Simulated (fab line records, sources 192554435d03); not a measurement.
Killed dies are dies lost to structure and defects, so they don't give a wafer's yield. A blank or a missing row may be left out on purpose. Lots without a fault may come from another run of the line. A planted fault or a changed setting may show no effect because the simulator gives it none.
Chamber matching | flow n5_finfet | N5_FIN_SAQP_PECVD_06 on pecvd-02: 3 sister chambers
The step deposits a-Si from SiH4/He, target thk 60 nm, time 48.1 s. 16 wafers are shown with their chamber, then 8 later ones without.

WAFERS WITH THEIR CHAMBER
wafer  | chamber | showerhead_plenum_p_Torr (Torr) | throttle_valve_pct (%) | heater_power_w (W)
L074.1 | 0       | 5.68                            | 19.5                   | 931
L074.2 | 1       | 5.74                            | 18.1                   | 745
L074.3 | 2       | 5.64                            | 17.3                   | 971
L081.1 | 0       | 5.67                            | 19.3                   | 835
L081.2 | 2       | 5.66                            | 17.6                   | 981
L081.5 | 2       | 5.66                            | 17.8                   | 1020
L084.1 | 0       | 5.67                            | 19.4                   | 954
L084.5 | 1       | 5.74                            | 18.1                   | 748
L084.6 | 0       | 5.67                            | 19.4                   | 944
L087.1 | 1       | 5.74                            | 17.7                   | 763
L087.2 | 2       | 5.65                            | 17.6                   | 964
L087.6 | 0       | 5.67                            | 19.4                   | 844
L090.2 | 1       | 5.73                            | 17.9                   | 807
L090.3 | 2       | 5.65                            | 17.7                   | 999
L090.4 | 0       | 5.67                            | 19.9                   | 908
L091.1 | 2       | 5.64                            | 17.7                   | 998

SIGNATURES (means of the wafers above)
reading                  | chamber 0 | chamber 1 | chamber 2 | scatter within a chamber
showerhead_plenum_p_Torr | 5.6717    | 5.7375    | 5.6500    | 0.00655
throttle_valve_pct       | 19.483    | 17.950    | 17.617    | 0.193
heater_power_w           | 902.67    | 765.75    | 988.83    | 37
Rule: a wafer's distance from a chamber is the root of the sum, over the readings, of the square of ((its reading less the chamber's mean) divided by the reading's scatter). The wafer belongs to the nearest chamber; if the next one is less than 2 further off, it can't be placed. The scatter: the root of (the sum of the squares of (reading less its chamber's mean) over the shown wafers, divided by (wafers less chambers)).

WAFERS WITHOUT THEIR CHAMBER
wafer  | showerhead_plenum_p_Torr (Torr) | throttle_valve_pct (%) | heater_power_w (W)
L091.3 | 5.67                            | 19.4                   | 901
L091.4 | 5.65                            | 17.2                   | 995
L093.1 | 5.66                            | 17.4                   | 1032
L093.2 | 5.74                            | 17.8                   | 774
L093.3 | 5.69                            | 19.3                   | 828
L097.4 | 5.66                            | 17.6                   | 909
L097.5 | 5.65                            | 19.3                   | 828
L097.6 | 5.73                            | 17.7                   | 728

WHICH CHAMBER EACH WENT THROUGH
wafer  | from the rows above | in truth
L091.3 | 0                   | 0
L091.4 | 2                   | 2
L093.1 | 2                   | 2
L093.2 | 1                   | 1
L093.3 | 0                   | 0
L097.4 | 2                   | 2
L097.5 | 0                   | 0
L097.6 | 1                   | 1
Placed correctly: 8 of 8. Can't be placed from these rows: 0. Placed wrongly: 0.
